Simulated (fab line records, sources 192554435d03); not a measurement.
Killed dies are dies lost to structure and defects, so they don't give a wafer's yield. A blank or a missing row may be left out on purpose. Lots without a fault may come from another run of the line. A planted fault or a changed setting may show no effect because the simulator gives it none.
Chamber matching | flow n5_finfet | N5_BEOL_M0_ALD_136 on ald_metal-03: 4 sister chambers
The step deposits TaN, pulse time 2 s, purge time 3 s, co reactant purge time 2 s. 14 wafers are shown with their chamber, then 7 later ones without.

WAFERS WITH THEIR CHAMBER
wafer  | chamber | heater_power_w (W)
L077.2 | 1       | 384
L077.4 | 3       | 487
L077.5 | 1       | 389
L078.1 | 3       | 486
L078.2 | 0       | 379
L078.4 | 2       | 476
L082.1 | 2       | 472
L082.4 | 3       | 491
L082.6 | 2       | 476
L087.3 | 1       | 386
L087.4 | 0       | 381
L087.6 | 2       | 457
L088.3 | 1       | 375
L088.5 | 0       | 391

SIGNATURES (means of the wafers above)
reading        | chamber 0 | chamber 1 | chamber 2 | chamber 3 | scatter within a chamber
heater_power_w | 383.67    | 383.50    | 470.25    | 488.00    | 6.71
Rule: a wafer's distance from a chamber is the root of the sum, over the readings, of the square of ((its reading less the chamber's mean) divided by the reading's scatter). The wafer belongs to the nearest chamber; if the next one is less than 2 further off, it can't be placed. The scatter: the root of (the sum of the squares of (reading less its chamber's mean) over the shown wafers, divided by (wafers less chambers)).

WAFERS WITHOUT THEIR CHAMBER
wafer  | heater_power_w (W)
L088.6 | 389
L090.3 | 493
L090.5 | 388
L090.6 | 480
L097.1 | 453
L097.3 | 498
L097.5 | 384

WHICH CHAMBER EACH WENT THROUGH
wafer  | from the rows above     | in truth
L088.6 | can't be placed: 0 or 1 | 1
L090.3 | 3                       | 3
L090.5 | can't be placed: 0 or 1 | 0
L090.6 | can't be placed: 3 or 2 | 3
L097.1 | 2                       | 2
L097.3 | 3                       | 3
L097.5 | can't be placed: 0 or 1 | 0
Placed correctly: 3 of 7. Can't be placed from these rows: 4 (the true chamber is among the candidates in 4). Placed wrongly: 0.
